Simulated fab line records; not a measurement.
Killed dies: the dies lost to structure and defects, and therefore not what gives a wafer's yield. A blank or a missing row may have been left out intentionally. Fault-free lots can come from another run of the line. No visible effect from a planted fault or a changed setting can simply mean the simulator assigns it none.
Matching of chambers ; flow n5-finfet ; N5_PMOS_HMC_CHANNEL_EPI_HM_DEP_34 on pecvd-01: 3 sister chambers
The step deposits SiO2 from TEOS/O2, target thk 36 nm, time 6.9 s. 3 wafers are shown with their chamber, then 7 later ones without.

WAFERS WITH THEIR CHAMBER
wafer;chamber;throttle-valve-pct (%)
L089.1;2;21.0
L091.2;1;19.7
L091.4;0;20.0

WAFERS WHOSE CHAMBER IS MISSING
wafer;throttle-valve-pct (%)
L091.5;20.9
L093.1;20.1
L093.3;21.0
L093.6;19.5
L097.1;19.6
L097.2;21.0
L097.3;20.1

WHICH CHAMBER EACH ONE RAN IN
wafer;from the rows above;in truth
L091.5;2;2
L093.1;0;0
L093.3;2;2
L093.6;1;1
L097.1;1;1
L097.2;2;2
L097.3;0;0
Correctly placed: 7 of 7. Left unplaced by these rows: 0. Number placed wrongly: 0.
How it was worked out, from the rows above alone: a wafer's distance from a chamber is the root of the sum, over the readings, of the square of ((its reading less the chamber's mean) divided by the reading's scatter). If the next closest chamber is less than 2 further off than the closest, the wafer can't be placed; otherwise it belongs to the closest. The mean given for a chamber averages the wafers shown for that chamber. The scatter: root of mean squared gap, hidden wafer to nearest shown wafer, with one shown wafer a chamber.
